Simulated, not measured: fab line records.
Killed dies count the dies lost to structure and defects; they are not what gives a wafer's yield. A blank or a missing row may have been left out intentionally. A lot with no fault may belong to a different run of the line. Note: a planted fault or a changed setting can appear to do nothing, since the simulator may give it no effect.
Split-lot study / flow n5_finfet / 7 lots, 21 wafers read, on a route of 1938 steps

== ON THE SPLIT ==
At N5_BEOL_M8_DESCUM_33 (chemistry O2, time 7 s), the setting time_s was moved away from the recipe's 7 s on 3 of the 21 wafers read, by -17.4% to +19.5%. For the rest of the wafers, this setting stayed at what the recipe calls for.

== FROM THE SPLIT ON TO THE READING: in between, the file shows 1 step ==
- N5_BEOL_M8_ETCH_72: etches underlayer in N2/H2, target depth 6.5 nm, time 5.2 s

== THE READING ==
CAR-EUV_of_BEOL_M8_COAT_22.thk_nm (the simulator's own value, which no gauge read), in nm, at N5_BEOL_M8_ETCH_65 (etches SiARC in CF4, target depth 15.6 nm, time 26 s). There is no usual value for it anywhere in the file. Average 11.1 nm, standard deviation 0.099 nm, over the 18 wafers here run with the recipe.

wafer=L079.1; tool, chamber at the split=rie_diel-01, 2; time_s as run, s=7; against the recipe=recipe; CAR-EUV_of_BEOL_M8_COAT_22.thk_nm, nm=11.2; against lot-mates on the recipe=-
wafer=L079.2; tool, chamber at the split=rie_diel-01, 3; time_s as run, s=5.785; against the recipe=-17.4%; CAR-EUV_of_BEOL_M8_COAT_22.thk_nm, nm=11.8; against lot-mates on the recipe=+0.7
wafer=L079.6; tool, chamber at the split=rie_diel-01, 1; time_s as run, s=7; against the recipe=recipe; CAR-EUV_of_BEOL_M8_COAT_22.thk_nm, nm=11; against lot-mates on the recipe=-
wafer=L081.3; tool, chamber at the split=rie_diel-01, 0,3; time_s as run, s=7; against the recipe=recipe; CAR-EUV_of_BEOL_M8_COAT_22.thk_nm, nm=11; against lot-mates on the recipe=-
wafer=L081.5; tool, chamber at the split=rie_diel-01, 0,3; time_s as run, s=7; against the recipe=recipe; CAR-EUV_of_BEOL_M8_COAT_22.thk_nm, nm=11; against lot-mates on the recipe=-
wafer=L081.6; tool, chamber at the split=rie_diel-01, 2; time_s as run, s=5.868; against the recipe=-16.2%; CAR-EUV_of_BEOL_M8_COAT_22.thk_nm, nm=11.6; against lot-mates on the recipe=+0.6
wafer=L082.1; tool, chamber at the split=rie_diel-06, 0,3; time_s as run, s=7; against the recipe=recipe; CAR-EUV_of_BEOL_M8_COAT_22.thk_nm, nm=11.2; against lot-mates on the recipe=-
wafer=L082.2; tool, chamber at the split=rie_diel-06, 0,3; time_s as run, s=7; against the recipe=recipe; CAR-EUV_of_BEOL_M8_COAT_22.thk_nm, nm=11.2; against lot-mates on the recipe=-
wafer=L082.3; tool, chamber at the split=rie_diel-06, 2; time_s as run, s=7; against the recipe=recipe; CAR-EUV_of_BEOL_M8_COAT_22.thk_nm, nm=11.2; against lot-mates on the recipe=-
wafer=L086.3; tool, chamber at the split=rie_diel-01, 0,3,0; time_s as run, s=7; against the recipe=recipe; CAR-EUV_of_BEOL_M8_COAT_22.thk_nm, nm=11.2; against lot-mates on the recipe=-
wafer=L086.5; tool, chamber at the split=rie_diel-01, 0,3,0; time_s as run, s=7; against the recipe=recipe; CAR-EUV_of_BEOL_M8_COAT_22.thk_nm, nm=11.2; against lot-mates on the recipe=-
wafer=L086.6; tool, chamber at the split=rie_diel-01, 0,3,0; time_s as run, s=7; against the recipe=recipe; CAR-EUV_of_BEOL_M8_COAT_22.thk_nm, nm=11.2; against lot-mates on the recipe=-
wafer=L088.1; tool, chamber at the split=rie_diel-01, 3; time_s as run, s=8.368; against the recipe=+19.5%; CAR-EUV_of_BEOL_M8_COAT_22.thk_nm, nm=10.4; against lot-mates on the recipe=-0.6
wafer=L088.2; tool, chamber at the split=rie_diel-01, 0,2; time_s as run, s=7; against the recipe=recipe; CAR-EUV_of_BEOL_M8_COAT_22.thk_nm, nm=11; against lot-mates on the recipe=-
wafer=L088.4; tool, chamber at the split=rie_diel-01, 0,2; time_s as run, s=7; against the recipe=recipe; CAR-EUV_of_BEOL_M8_COAT_22.thk_nm, nm=11; against lot-mates on the recipe=-
wafer=L093.3; tool, chamber at the split=rie_diel-04, 1,0,3; time_s as run, s=7; against the recipe=recipe; CAR-EUV_of_BEOL_M8_COAT_22.thk_nm, nm=11; against lot-mates on the recipe=-
wafer=L093.4; tool, chamber at the split=rie_diel-04, 1,0,3; time_s as run, s=7; against the recipe=recipe; CAR-EUV_of_BEOL_M8_COAT_22.thk_nm, nm=11; against lot-mates on the recipe=-
wafer=L093.5; tool, chamber at the split=rie_diel-04, 1,0,3; time_s as run, s=7; against the recipe=recipe; CAR-EUV_of_BEOL_M8_COAT_22.thk_nm, nm=11; against lot-mates on the recipe=-
wafer=L095.1; tool, chamber at the split=rie_diel-01, 1,2,3; time_s as run, s=7; against the recipe=recipe; CAR-EUV_of_BEOL_M8_COAT_22.thk_nm, nm=11; against lot-mates on the recipe=-
wafer=L095.4; tool, chamber at the split=rie_diel-01, 1,2,3; time_s as run, s=7; against the recipe=recipe; CAR-EUV_of_BEOL_M8_COAT_22.thk_nm, nm=11; against lot-mates on the recipe=-
wafer=L095.2; tool, chamber at the split=rie_diel-01, 1,2,3; time_s as run, s=7; against the recipe=recipe; CAR-EUV_of_BEOL_M8_COAT_22.thk_nm, nm=11.2; against lot-mates on the recipe=-
Rows listing several chambers each stand for several wafers; the file does not say which wafer went through which chamber.

FIT RESULTS
A straight line over all 21 wafers: CAR-EUV_of_BEOL_M8_COAT_22.thk_nm changes by -0.036 nm for each +1% of time_s; r = -0.93; the points scatter about the line by 0.1 nm.
The same after taking each lot's own level away (the mean of its wafers on the recipe; 21 wafers): -0.0354 nm for each +1%; r = -0.97; scatter 0.057 nm.
Per that fit: largest time_s move, reading shift of 0.69 nm.
The span of the lots' own levels, 11.00 to 11.20 nm, comes to 2.0 times the standard deviation stated above.
So the lot-to-lot level changes the slope little: the two slopes agree.
Check: -0.759 nm against its lot-mates is what the line predicts for one of the wafers moved furthest among these (+19.5%) when that wafer is left out of the fit. Against them it came out at -0.6 nm.

== THESE WAFERS: OTHER SPLITS ==
Other splits were also applied to these wafers ahead of the reading. Each is held against what the fit with the lots' levels taken away leaves over:
other split on the same wafers=N5_BEOL_M6_TRENCH_ETCH_37 time_s; wafers away from the commonest value=7; r with CAR-EUV_of_BEOL_M8_COAT_22.thk_nm (lot level and that fit taken away)=-0.10
other split on the same wafers=N5_BEOL_M6_ALD_77 ald_cycles; wafers away from the commonest value=6; r with CAR-EUV_of_BEOL_M8_COAT_22.thk_nm (lot level and that fit taken away)=-0.11
other split on the same wafers=N5_BEOL_M8_PECVD_70 temp_c; wafers away from the commonest value=6; r with CAR-EUV_of_BEOL_M8_COAT_22.thk_nm (lot level and that fit taken away)=+0.05

== THE WHOLE CHAIN: every reading that the file lists as answering this split, in the file's order ==
step=N5_BEOL_M8_DESCUM_33; what it does=chemistry O2, time 7 s; reading=CAR-EUV_of_BEOL_M8_COAT_22.thk_nm (the simulator's own value, which no gauge read); change (the file's fit)=-0.0319 nm for each +1% of the setting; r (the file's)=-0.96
step=N5_BEOL_M8_ETCH_72; what it does=etches underlayer in N2/H2, target depth 6.5 nm, time 5.2 s; reading=CAR-EUV_of_BEOL_M8_COAT_22.thk_nm (the simulator's own value, which no gauge read); change (the file's fit)=-0.0337 nm for each +1% of the setting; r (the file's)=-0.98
step=N5_BEOL_M8_ETCH_65; what it does=etches SiARC in CF4, target depth 15.6 nm, time 26 s; reading=CAR-EUV_of_BEOL_M8_COAT_22.thk_nm (the simulator's own value, which no gauge read); change (the file's fit)=-0.0355 nm for each +1% of the setting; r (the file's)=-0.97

== THE FILE'S OWN FIT ==
CAR-EUV_of_BEOL_M8_COAT_22.thk_nm changes by -0.0355 nm for each +1% of time_s, r = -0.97.
